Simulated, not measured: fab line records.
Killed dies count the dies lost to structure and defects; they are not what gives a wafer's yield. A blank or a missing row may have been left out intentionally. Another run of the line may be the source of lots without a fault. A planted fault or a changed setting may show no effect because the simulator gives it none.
The tool behind it: which one? + flow n5-finfet + 72 wafers from 24 lots sampled at 6 of the route's 1938 steps

## WHAT EACH GAUGE READ, for each wafer
N5_BEOL_M6_OVL_MEAS_29.
| lot  | measured     | on         | V5_OVL (nm)    |
|------|--------------|------------|----------------|
| L075 | day 9 12:33  | overlay-02 | 0.4 0.8 0.1    |
| L074 | day 9 13:49  | overlay-02 | 0.1 1.0 0.9    |
| L076 | day 9 21:22  | overlay-02 | -0.8 0.8 -0.5  |
| L079 | day 10 05:27 | overlay-02 | 0.2 0.6 -0.6   |
| L077 | day 10 15:13 | overlay-02 | 0.1 0.3 0.3    |
| L078 | day 10 19:22 | overlay-01 | 0.3 0.7 0.9    |
| L081 | day 11 02:28 | overlay-01 | -0.4 0.2 -0.2  |
| L080 | day 11 12:37 | overlay-01 | 0.0 1.2 0.2    |
| L082 | day 11 14:11 | overlay-02 | -0.3 -0.3 -0.3 |
| L083 | day 11 17:26 | overlay-01 | -1.4 -0.4 -0.7 |
| L085 | day 11 20:56 | overlay-02 | -0.7 -0.1 0.3  |
| L084 | day 11 21:02 | overlay-02 | 0.8 1.1 0.9    |
| L086 | day 12 19:34 | overlay-01 | 1.1 0.3 0.1    |
| L087 | day 13 01:40 | overlay-01 | 0.2 -0.5 0.5   |
| L089 | day 13 01:57 | overlay-01 | -0.2 0.2 -0.4  |
| L090 | day 13 06:29 | overlay-02 | 0.7 0.2 1.7    |
| L088 | day 13 08:14 | overlay-02 | 0.3 0.7 1.2    |
| L091 | day 13 13:34 | overlay-02 | 0.3 -0.1 0.1   |
| L092 | day 13 16:11 | overlay-02 | 0.4 0.6 0.3    |
| L093 | day 14 08:14 | overlay-01 | 0.9 -0.3 0.7   |
| L094 | day 14 08:17 | overlay-01 | 0.2 0.7 0.1    |
| L095 | day 14 10:21 | overlay-02 | 0.3 -0.5 -0.8  |
| L096 | day 15 14:22 | overlay-02 | 0.3 0.5 1.2    |
| L097 | day 16 18:48 | overlay-02 | 0.0 0.4 -0.5   |

N5_BEOL_M7_THK_MEAS_01.
| lot  | measured     | on            | M7_ILD_THK (nm)   |
|------|--------------|---------------|-------------------|
| L075 | day 9 16:21  | film-metro-02 | 156.9 157.9 156.7 |
| L074 | day 9 17:46  | film-metro-02 | 155.7 153.9 157.5 |
| L076 | day 10 02:22 | film-metro-01 | 154.2 154.9 157.9 |
| L079 | day 10 10:02 | film-metro-01 | 157.4 153.8 155.2 |
| L077 | day 10 19:10 | film-metro-01 | 150.4 151.0 153.2 |
| L078 | day 10 23:22 | film-metro-02 | 152.1 155.9 155.7 |
| L081 | day 11 06:28 | film-metro-01 | 158.1 154.8 160.1 |
| L080 | day 11 17:44 | film-metro-01 | 152.7 156.0 157.1 |
| L082 | day 11 19:30 | film-metro-02 | 153.3 152.0 154.8 |
| L083 | day 11 21:00 | film-metro-02 | 154.8 155.3 154.4 |
| L085 | day 12 01:43 | film-metro-02 | 154.2 156.5 157.5 |
| L084 | day 12 02:45 | film-metro-01 | 156.4 154.9 158.1 |
| L086 | day 13 00:01 | film-metro-02 | 157.8 158.1 158.2 |
| L087 | day 13 06:58 | film-metro-01 | 152.1 157.2 158.3 |
| L089 | day 13 07:14 | film-metro-01 | 152.0 155.9 153.8 |
| L090 | day 13 10:20 | film-metro-01 | 154.6 157.1 157.1 |
| L088 | day 13 13:33 | film-metro-01 | 153.8 153.3 157.3 |
| L091 | day 13 17:13 | film-metro-01 | 156.0 157.1 153.1 |
| L092 | day 13 20:04 | film-metro-02 | 153.8 157.5 156.3 |
| L093 | day 14 11:50 | film-metro-01 | 153.8 155.9 154.8 |
| L094 | day 14 13:23 | film-metro-02 | 153.7 158.4 156.6 |
| L095 | day 14 16:10 | film-metro-01 | 152.8 156.7 155.3 |
| L096 | day 15 18:08 | film-metro-02 | 155.7 157.6 157.7 |
| L097 | day 16 22:28 | film-metro-01 | 155.8 153.5 151.3 |

N5_BEOL_M7_OVL_MEAS_12.
| lot  | measured     | on         | M7_OVL (nm)    |
|------|--------------|------------|----------------|
| L075 | day 9 17:16  | overlay-01 | -1.4 -1.6 -1.1 |
| L074 | day 9 19:13  | overlay-01 | 0.0 -0.3 -0.9  |
| L076 | day 10 03:11 | overlay-02 | -1.1 -1.1 -1.7 |
| L079 | day 10 12:10 | overlay-01 | 1.2 -0.8 -0.9  |
| L077 | day 10 20:38 | overlay-01 | -1.2 -1.5 -0.4 |
| L078 | day 11 00:30 | overlay-02 | 0.1 0.7 1.1    |
| L081 | day 11 08:12 | overlay-02 | -0.6 -0.4 -0.4 |
| L080 | day 11 18:57 | overlay-02 | 0.3 0.5 -0.1   |
| L082 | day 11 21:40 | overlay-01 | -0.7 -0.4 -1.3 |
| L083 | day 11 21:59 | overlay-02 | 0.4 0.7 -0.5   |
| L085 | day 12 03:12 | overlay-01 | -0.3 0.0 -0.1  |
| L084 | day 12 04:02 | overlay-01 | 1.2 1.3 1.0    |
| L086 | day 13 02:52 | overlay-01 | -0.9 -0.6 -0.4 |
| L087 | day 13 07:59 | overlay-02 | 1.2 0.3 0.5    |
| L089 | day 13 08:12 | overlay-01 | -0.8 -1.3 -0.9 |
| L090 | day 13 12:17 | overlay-01 | -1.1 -1.3 -0.4 |
| L088 | day 13 15:02 | overlay-01 | 0.4 -0.2 -0.5  |
| L091 | day 13 18:31 | overlay-01 | -0.8 -1.1 -0.9 |
| L092 | day 13 20:44 | overlay-02 | -0.6 -1.2 0.0  |
| L093 | day 14 14:01 | overlay-02 | -1.0 -0.1 -0.1 |
| L094 | day 14 14:38 | overlay-02 | 1.0 0.7 1.7    |
| L095 | day 14 18:16 | overlay-01 | 0.1 0.9 0.0    |
| L096 | day 15 18:55 | overlay-01 | 0.4 1.4 0.1    |
| L097 | day 17 00:23 | overlay-02 | 0.3 0.4 0.7    |

## WHICH TOOL RAN EACH LOT (tool, then ch and the chambers of the sampled wafers, then the start)
| lot  | N5_BEOL_M6_CURE_74            | N5_BEOL_M6_STRIP_67                | N5_BEOL_M6_ETCH_72                 |
|------|-------------------------------|------------------------------------|------------------------------------|
| L075 | uv-cure-01 ch 2, day 9 09:50  | rie-diel-04 ch 0,2,3, day 9 11:59  | rie-diel-01 ch 0,2,3, day 9 12:55  |
| L074 | uv-cure-03 ch 0, day 9 11:12  | rie-diel-04 ch 0,2,3, day 9 12:24  | rie-diel-04 ch 0,2,3, day 9 13:56  |
| L076 | uv-cure-03 ch 1, day 9 17:55  | rie-diel-04 ch 0,2,3, day 9 19:41  | rie-diel-01 ch 0,1, day 9 21:30    |
| L079 | uv-cure-03 ch 1, day 10 02:34 | rie-diel-04 ch 0,2,3, day 10 04:15 | rie-diel-02 ch 1,2,3, day 10 06:13 |
| L077 | uv-cure-03 ch 2, day 10 08:49 | rie-diel-04 ch 0,2, day 10 13:13   | rie-diel-04 ch 0,3, day 10 15:20   |
| L078 | uv-cure-03 ch 2, day 10 14:49 | rie-diel-04 ch 0,2,3, day 10 18:04 | rie-diel-04 ch 2,3, day 10 19:29   |
| L081 | uv-cure-02 ch 0, day 10 21:10 | rie-diel-02 ch 0,1,2, day 11 00:23 | rie-diel-01 ch 0,2, day 11 02:35   |
| L080 | uv-cure-02 ch 0, day 11 08:19 | rie-diel-01 ch 1,3, day 11 11:14   | rie-diel-02 ch 0,1,3, day 11 12:45 |
| L082 | uv-cure-03 ch 0, day 11 09:05 | rie-diel-02 ch 0,1, day 11 11:33   | rie-diel-02 ch 0,3, day 11 14:19   |
| L083 | uv-cure-03 ch 1, day 11 14:08 | rie-diel-04 ch 0,1,3, day 11 15:54 | rie-diel-04 ch 0,1,2, day 11 17:33 |
| L085 | uv-cure-01 ch 1, day 11 16:02 | rie-diel-02 ch 0,1, day 11 19:29   | rie-diel-01 ch 0,1,2, day 11 21:07 |
| L084 | uv-cure-03 ch 2, day 11 18:05 | rie-diel-04 ch 0,2,3, day 11 19:43 | rie-diel-02 ch 0,1, day 11 21:19   |
| L086 | uv-cure-03 ch 1, day 12 14:16 | rie-diel-04 ch 1,2, day 12 18:24   | rie-diel-02 ch 0,1, day 12 19:41   |
| L087 | uv-cure-01 ch 0, day 12 19:28 | rie-diel-02 ch 0,1,3, day 12 22:22 | rie-diel-02 ch 1,2, day 13 02:15   |
| L089 | uv-cure-03 ch 1, day 12 20:00 | rie-diel-02 ch 0,1,3, day 12 22:43 | rie-diel-02 ch 0,2,3, day 13 02:43 |
| L090 | uv-cure-03 ch 2, day 13 01:13 | rie-diel-04 ch 1,2,3, day 13 03:55 | rie-diel-02 ch 1,2,3, day 13 06:37 |
| L088 | uv-cure-03 ch 2, day 13 04:59 | rie-diel-01 ch 0,1, day 13 07:41   | rie-diel-01 ch 0,1,3, day 13 08:25 |
| L091 | uv-cure-03 ch 1, day 13 10:08 | rie-diel-02 ch 0,2,3, day 13 12:52 | rie-diel-01 ch 1,2,3, day 13 13:41 |
| L092 | uv-cure-02 ch 1, day 13 13:27 | rie-diel-04 ch 1,2, day 13 15:32   | rie-diel-02 ch 2,3, day 13 16:27   |
| L093 | uv-cure-02 ch 2, day 14 01:31 | rie-diel-04 ch 2,3, day 14 04:13   | rie-diel-02 ch 1,2, day 14 08:22   |
| L094 | uv-cure-01 ch 0, day 14 02:11 | rie-diel-02 ch 2,3, day 14 04:33   | rie-diel-04 ch 2,3, day 14 08:31   |
| L095 | uv-cure-01 ch 1, day 14 04:21 | rie-diel-04 ch 2,3, day 14 06:26   | rie-diel-02 ch 0,2, day 14 10:28   |
| L096 | uv-cure-02 ch 1, day 15 09:52 | rie-diel-01 ch 0,1,2, day 15 11:44 | rie-diel-01 ch 1,2,3, day 15 14:29 |
| L097 | uv-cure-02 ch 2, day 16 09:55 | rie-diel-01 ch 0,1,3, day 16 16:11 | rie-diel-02 ch 0,1,2, day 16 18:55 |
- N5_BEOL_M6_CURE_74: cures SiCOH lowk, time 240 s.
- N5_BEOL_M6_STRIP_67: strips in CF4.
- N5_BEOL_M6_ETCH_72: etches underlayer in N2/H2, target depth 6.5 nm, time 5.2 s.

## AS READ BY THE TOOLS THEMSELVES (means over the sampled wafers that have a number; for cases with no such wafer, the mark the record gives instead)
N5_BEOL_M6_CURE_74.
| lot  | tool       | lamp-power-pct (%) | wafer_temp_C_max |
|------|------------|--------------------|------------------|
| L075 | uv-cure-01 | 52.36              | 387.1            |
| L074 | uv-cure-03 | 52.31              | 387.4            |
| L076 | uv-cure-03 | 52.28              | 386.9            |
| L079 | uv-cure-03 | 52.36              | 387.1            |
| L077 | uv-cure-03 | 52.36              | 386.3            |
| L078 | uv-cure-03 | 52.28              | 386.6            |
| L081 | uv-cure-02 | 52.27              | 387.7            |
| L080 | uv-cure-02 | 52.30              | 387.7            |
| L082 | uv-cure-03 | 52.30              | 386.7            |
| L083 | uv-cure-03 | 52.29              | 386.9            |
| L085 | uv-cure-01 | 52.27              | 386.8            |
| L084 | uv-cure-03 | 52.35              | 386.1            |
| L086 | uv-cure-03 | 52.38              | 387.1            |
| L087 | uv-cure-01 | 52.30              | 386.4            |
| L089 | uv-cure-03 | 52.32              | 387.0            |
| L090 | uv-cure-03 | 52.33              | 386.4            |
| L088 | uv-cure-03 | 52.32              | 386.5            |
| L091 | uv-cure-03 | 52.31              | 387.0            |
| L092 | uv-cure-02 | 52.27              | 386.1            |
| L093 | uv-cure-02 | 52.33              | 386.1            |
| L094 | uv-cure-01 | 52.28              | 386.3            |
| L095 | uv-cure-01 | 52.34              | 386.7            |
| L096 | uv-cure-02 | 52.29              | 386.0            |
| L097 | uv-cure-02 | 52.30              | 385.9            |

N5_BEOL_M6_STRIP_67.
| lot  | tool        | drypump-motor-current-A (A) | oes-product-au (a.u.) | power-w (W) | rf-vpp-V (V) | showerhead-plenum-p-Torr (Torr) | throttle-valve-pct (%) |
|------|-------------|-----------------------------|-----------------------|-------------|--------------|---------------------------------|------------------------|
| L075 | rie-diel-04 | 5.7                         | 0.83                  | 299.6       | 272.2        | 1.81                            | 13.41                  |
| L074 | rie-diel-04 | 5.8                         | 0.83                  | 300.1       | 270.3        | 1.81                            | 13.42                  |
| L076 | rie-diel-04 | 5.8                         | 0.82                  | 300.8       | 271.6        | 1.81                            | 13.41                  |
| L079 | rie-diel-04 | 5.8                         | 0.82                  | 300.1       | 271.2        | 1.81                            | 13.43                  |
| L077 | rie-diel-04 | 5.7                         | 0.86                  | 299.1       | 272.9        | 1.85                            | 13.36                  |
| L078 | rie-diel-04 | 5.8                         | 0.80                  | 300.2       | 271.6        | 1.81                            | 13.45                  |
| L081 | rie-diel-02 | 5.6                         | 0.72                  | 300.1       | 270.5        | 1.74                            | 13.72                  |
| L080 | rie-diel-01 | 5.2                         | 0.89                  | 298.7       | 271.4        | 1.82                            | 13.39                  |
| L082 | rie-diel-02 | 5.5                         | 0.74                  | 300.5       | 270.0        | 1.74                            | 13.56                  |
| L083 | rie-diel-04 | 6.0                         | 0.77                  | 299.6       | 271.8        | 1.84                            | 13.59                  |
| L085 | rie-diel-02 | 5.5                         | 0.74                  | 300.2       | 268.7        | 1.74                            | 13.56                  |
| L084 | rie-diel-04 | 5.8                         | 0.80                  | 299.2       | 270.9        | 1.81                            | 13.47                  |
| L086 | rie-diel-04 | 6.2                         | 0.73                  | 299.8       | 271.3        | 1.80                            | 13.75                  |
| L087 | rie-diel-02 | 5.5                         | 0.79                  | 300.2       | 270.2        | 1.78                            | 13.44                  |
| L089 | rie-diel-02 | 5.5                         | 0.78                  | 299.7       | 270.0        | 1.78                            | 13.45                  |
| L090 | rie-diel-04 | 6.0                         | 0.73                  | 300.1       | 270.9        | 1.78                            | 13.68                  |
| L088 | rie-diel-01 | 5.0                         | 0.77                  | 299.4       | 271.0        | 1.77                            | 13.63                  |
| L091 | rie-diel-02 | 5.6                         | 0.84                  | 300.5       | 272.5        | 1.84                            | 13.42                  |
| L092 | rie-diel-04 | 5.9                         | 0.75                  | 301.8       | 270.1        | 1.77                            | 13.64                  |
| L093 | rie-diel-04 | 5.8                         | 0.73                  | 299.5       | 270.4        | 1.77                            | 13.59                  |
| L094 | rie-diel-02 | 5.8                         | 0.91                  | 299.2       | 273.2        | 1.88                            | 13.36                  |
| L095 | rie-diel-04 | 5.8                         | 0.73                  | 301.4       | 269.8        | 1.76                            | 13.59                  |
| L096 | rie-diel-01 | 5.5                         | 0.79                  | 300.5       | 271.8        | 1.80                            | 13.57                  |
| L097 | rie-diel-01 | 5.0                         | 0.77                  | 300.8       | 271.0        | 1.80                            | 13.57                  |

N5_BEOL_M6_ETCH_72.
| lot  | tool        | drypump-motor-current-A (A) | etch-rf-on-time-s (s) | oes-product-au (a.u.) | rf-vpp-V (V) | showerhead-plenum-p-Torr (Torr) | throttle-valve-pct (%) |
|------|-------------|-----------------------------|-----------------------|-----------------------|--------------|---------------------------------|------------------------|
| L075 | rie-diel-01 | 5.4                         | 5.26                  | 0.69                  | 526.4        | 2.64                            | 17.79                  |
| L074 | rie-diel-04 | 5.7                         | 5.20                  | 0.71                  | 524.8        | 2.57                            | 17.73                  |
| L076 | rie-diel-01 | 5.0                         | 5.31                  | 0.69                  | 523.6        | 2.50                            | 17.81                  |
| L079 | rie-diel-02 | 5.7                         | 5.31                  | 0.61                  | 520.9        | 2.49                            | 17.99                  |
| L077 | rie-diel-04 | 5.8                         | 5.16                  | 0.71                  | 526.2        | 2.65                            | 17.83                  |
| L078 | rie-diel-04 | 5.8                         | 5.24                  | 0.66                  | 523.0        | 2.49                            | 17.68                  |
| L081 | rie-diel-01 | 5.4                         | 5.34                  | 0.64                  | 523.6        | 2.56                            | 17.87                  |
| L080 | rie-diel-02 | 5.6                         | 5.16                  | 0.69                  | 523.7        | 2.52                            | 17.68                  |
| L082 | rie-diel-02 | 5.4                         | 5.06                  | 0.69                  | 524.1        | 2.55                            | 17.67                  |
| L083 | rie-diel-04 | 5.9                         | 5.32                  | 0.68                  | 525.0        | 2.59                            | 17.80                  |
| L085 | rie-diel-01 | 5.5                         | 5.17                  | 0.70                  | 526.3        | 2.56                            | 17.83                  |
| L084 | rie-diel-02 | 5.6                         | 5.13                  | 0.63                  | 521.9        | 2.45                            | 17.81                  |
| L086 | rie-diel-02 | 5.5                         | 5.11                  | 0.63                  | 522.7        | 2.45                            | 17.81                  |
| L087 | rie-diel-02 | 5.8                         | 5.13                  | 0.69                  | 523.8        | 2.53                            | 17.85                  |
| L089 | rie-diel-02 | 5.6                         | 5.08                  | 0.73                  | 525.9        | 2.61                            | 17.72                  |
| L090 | rie-diel-02 | 5.8                         | 5.08                  | 0.74                  | 524.7        | 2.58                            | 17.75                  |
| L088 | rie-diel-01 | 5.1                         | 5.27                  | 0.68                  | 522.8        | 2.55                            | 17.78                  |
| L091 | rie-diel-01 | 5.5                         | 5.16                  | 0.72                  | 527.4        | 2.62                            | 17.76                  |
| L092 | rie-diel-02 | 5.8                         | 5.09                  | 0.77                  | 525.6        | 2.64                            | 17.63                  |
| L093 | rie-diel-02 | 5.8                         | 5.08                  | 0.69                  | 524.0        | 2.52                            | 17.87                  |
| L094 | rie-diel-04 | 5.8                         | 5.26                  | 0.61                  | 522.6        | 2.50                            | 17.89                  |
| L095 | rie-diel-02 | 5.7                         | 5.12                  | 0.72                  | 527.1        | 2.64                            | 17.88                  |
| L096 | rie-diel-01 | 5.5                         | 5.19                  | 0.70                  | 525.1        | 2.61                            | 17.79                  |
| L097 | rie-diel-02 | 5.6                         | 5.08                  | 0.74                  | 523.0        | 2.54                            | 17.74                  |

## THE ANSWER, worked out from the rows above alone
Rule: what is usual is taken from the lots themselves. Put in order of their means at a reading, lots are off if they are a third of the lots or fewer, leave a main group of 4 or more, and stand apart from it by a gap of 3 or more times the standard deviation of the main group's means; of several such gaps the widest counts. A main group whose means are all the same, to the digits that the tables above print for the reading, isn't used. Also off: a lot with no number at a reading for which 4 or more lots have one. Where the step has rows for the other lots, those lots are counted as sound. First the gauges in route order, then the tools' own readings, where a lot's mean is used as printed above. The first step at which some lot is off is used, and at that step the reading that is off furthest; a lot without a number counts as furthest.
Across all readings shown, no lot is off: no conclusion can be drawn from this.

## WHAT THE SIMULATOR HAD PUT IN
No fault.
